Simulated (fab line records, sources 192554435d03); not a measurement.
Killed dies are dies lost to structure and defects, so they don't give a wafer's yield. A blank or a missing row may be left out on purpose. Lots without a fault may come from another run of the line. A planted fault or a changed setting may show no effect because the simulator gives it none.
One fault seen from 3 desks | flow n5_finfet | each desk has only its own numbers; what lay behind them comes last

THE DEFECT DESK
What the inspections along the route counted, lot by lot: means of the sampled wafers that have a number. A lot is out of limits, marked OUT, if its mean lies more than 4 standard deviations from the usual mean; the brackets give that distance.
Columns: A = raw_defect_count at N5_BEOL_M2_INSPECT_59, usual 68
lot  | first seen here | A
L156 | day 7 05:45     | 56
L158 | day 7 23:50     | 49
L165 | day 9 21:10     | 87
L166 | day 10 01:55    | 67
L171 | day 11 06:43    | 40
L172 | day 11 20:01    | 78
L176 | day 12 15:29    | 66
This desk's finding: nothing out of limits on any of the 7 lots.

THE METROLOGY DESK
What the gauges read, lot by lot, whatever tool the lot ran on: means of the sampled wafers that have a number. A lot is out of limits, marked OUT, if its mean lies more than 4 standard deviations from the usual mean; the brackets give that distance. Of its 13 readings 7 are shown: those that lie furthest out on some lot.
Columns: A = M2_RS at N5_BEOL_M2_RS_MEAS_58, usual 0.68 ohm/sq; B = M3_ILD_THK at N5_BEOL_M3_THK_MEAS_01, usual 79.1 nm; C = DIBL_N at N5_BEOL_M4_RC_MEAS_101, usual 36.1 mV/V; D = IOFF_N at N5_BEOL_M4_RC_MEAS_101, usual 0.15 nA/um; E = ION_N at N5_BEOL_M4_RC_MEAS_101, usual 672 uA/um; F = SS_P at N5_BEOL_M4_RC_MEAS_101, usual 73.2 mV/dec; G = VT_N at N5_BEOL_M4_RC_MEAS_101, usual 251 mV
lot  | first seen here | A    | B    | C    | D    | E   | F    | G
L156 | day 7 05:26     | 0.66 | 79.2 | 34.9 | 0.14 | 674 | 73.0 | 250
L158 | day 7 23:33     | 0.68 | 78.1 | 34.5 | 0.13 | 659 | 73.0 | 252
L165 | day 9 20:48     | 0.65 | 79.0 | 35.6 | 0.15 | 662 | 72.9 | 250
L166 | day 10 01:35    | 0.73 | 80.7 | 37.5 | 0.18 | 691 | 73.4 | 247
L171 | day 11 06:26    | 0.68 | 77.3 | 35.3 | 0.13 | 667 | 72.5 | 253
L172 | day 11 19:40    | 0.65 | 76.2 | 38.0 | 0.17 | 673 | 74.0 | 251
L176 | day 12 15:08    | 0.70 | 75.4 | 38.2 | 0.17 | 677 | 73.2 | 250
This desk's finding: nothing out of limits on any of the 7 lots.

THE TOOL OWNER'S DESK: pecvd-01
The tool's own readings at N5_BEOL_M3_ILD_DEP_00 (deposits SiOC from DEMS/O2, target thk 79 nm, time 15.3 s): means of the sampled wafers that have a number, for each lot that ran on this tool. A lot is out of limits, marked OUT, if its mean lies more than 4 standard deviations from the usual mean; the brackets give that distance.
Columns: A = heater_power_w at N5_BEOL_M3_ILD_DEP_00, usual 453 W; B = showerhead_plenum_p_Torr at N5_BEOL_M3_ILD_DEP_00, usual 5.696 Torr; C = susceptor_temp_C at N5_BEOL_M3_ILD_DEP_00, usual 350.01 C; D = throttle_valve_pct at N5_BEOL_M3_ILD_DEP_00, usual 12.0 %
lot  | first seen here | A   | B     | C                | D
L156 | day 7 05:47     | 391 | 5.690 | 349.92           | 11.7
L171 | day 11 06:45    | 496 | 5.705 | 359.15 (+44) OUT | 11.8
L172 | day 11 20:03    | 466 | 5.699 | 359.10 (+43) OUT | 11.8
L176 | day 12 15:31    | 430 | 5.693 | 359.35 (+44) OUT | 11.8
This desk's finding: out of limits on L171, L172, L176; first on L171, day 11 06:45 (susceptor_temp_C at N5_BEOL_M3_ILD_DEP_00). In limits: L156.

PUT TOGETHER
The tool owner's desk could have raised an alarm at day 11 06:45, on L171, L172, L176.
The defect desk saw nothing out of limits.
The metrology desk saw nothing out of limits.
The defect desk has L171, L172, L176 on record, within its limits.
The metrology desk has L171, L172, L176 on record, within its limits.
Of the lots named, all ran N5_BEOL_M3_ILD_DEP_00 on pecvd-01.

WHAT THE SIMULATOR HAD PUT IN
Process parameter drift: pecvd-01, from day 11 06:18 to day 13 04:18, at N5_BEOL_M3_ILD_DEP_00. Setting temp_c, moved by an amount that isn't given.
Lots struck among those shown: L171, L172, L176.
Hours from the fault's start to each desk's first reading out of limits: the tool owner's desk, 0.
